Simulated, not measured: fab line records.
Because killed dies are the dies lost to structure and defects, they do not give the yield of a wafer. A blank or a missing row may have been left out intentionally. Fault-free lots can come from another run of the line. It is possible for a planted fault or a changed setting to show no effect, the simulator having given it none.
Which tool is to blame? | flow nand-harc | Sampling: 7 lots, 21 wafers, 5 of 1302 route steps

== WHAT EACH GAUGE READ, for each wafer ==
NHARC_END_SORT_01.
lot  | measured     | on        | killed-at-array
L385 | day 30 14:54 | prober-01 | 77 51 61

== TOOL THAT RAN EACH LOT (tool first, then ch and the chambers of the sampled wafers, then the start) ==
lot  | NHARC_P_GATE_STRIP_112               | NHARC_P_GATE_STRIP_76                | NHARC_P_CONTACT_DEVELOP_11        | NHARC_P_CONTACT_CVD_23
L372 | plasma-asher-01 ch 0,1, day 6 19:56  | plasma-asher-01 ch 0,1, day 6 20:11  | litho-track-04 ch 0, day 7 01:00  | cvd-w-02 ch 0,1, no start
L375 | plasma-asher-01 ch 0,1, day 7 19:04  | plasma-asher-01 ch 0,1, day 7 19:20  | litho-track-04 ch 0, day 8 01:00  | cvd-w-02 ch 0, no start
L377 | plasma-asher-01 ch 0,1, day 8 11:07  | plasma-asher-01 ch 0,1, day 8 11:18  | litho-track-04 ch 0, day 8 16:00  | cvd-w-02 ch 0,1, no start
L379 | plasma-asher-01 ch 0,1, day 9 11:45  | plasma-asher-01 ch 0,1, day 9 11:57  | litho-track-01 ch 0, day 9 17:00  | cvd-w-02 ch 0,1, no start
L385 | plasma-asher-02 ch 0,1, day 11 20:23 | plasma-asher-02 ch 0,1, day 11 20:38 | litho-track-04 ch 0, day 12 02:00 | cvd-w-01 ch 0,1, day 30 14:54 or earlier
L391 | plasma-asher-01 ch 0,1, day 14 20:58 | plasma-asher-01 ch 0,1, day 14 21:14 | litho-track-01 ch 0, day 15 02:00 | cvd-w-01 ch 1, no start
L393 | plasma-asher-02 ch 0,1, day 15 15:17 | plasma-asher-02 ch 0,1, day 15 15:32 | litho-track-01 ch 0, day 15 21:00 | cvd-w-02 ch 0,1, no start
- NHARC_P_GATE_STRIP_112: strips in N2/H2, time 200 s.
- NHARC_P_GATE_STRIP_76: strips in O2.
- NHARC_P_CONTACT_DEVELOP_11: develop time 35 s.
- NHARC_P_CONTACT_CVD_23: deposits W, target thk 200 nm, time 557 s.

== THE ANSWER, worked out from the rows above alone ==
Rule: the lots themselves supply what counts as usual. The widest of any qualifying gaps counts: lots, ordered by their means at a reading, are off when they make up no more than a third of the lots, leave a main group of 4 or more, and stand apart from it by 3 or more times the standard deviation of that group's means. If all means in a main group match to the digits the tables above print for the reading, that group is not used. A lot without any number at a reading at which 4 lots or more have one is off too. All remaining lots with rows at the step are treated as sound.
None of the lots is off at any reading shown; this tells nothing.

== WHAT THE SIMULATOR PUT IN ==
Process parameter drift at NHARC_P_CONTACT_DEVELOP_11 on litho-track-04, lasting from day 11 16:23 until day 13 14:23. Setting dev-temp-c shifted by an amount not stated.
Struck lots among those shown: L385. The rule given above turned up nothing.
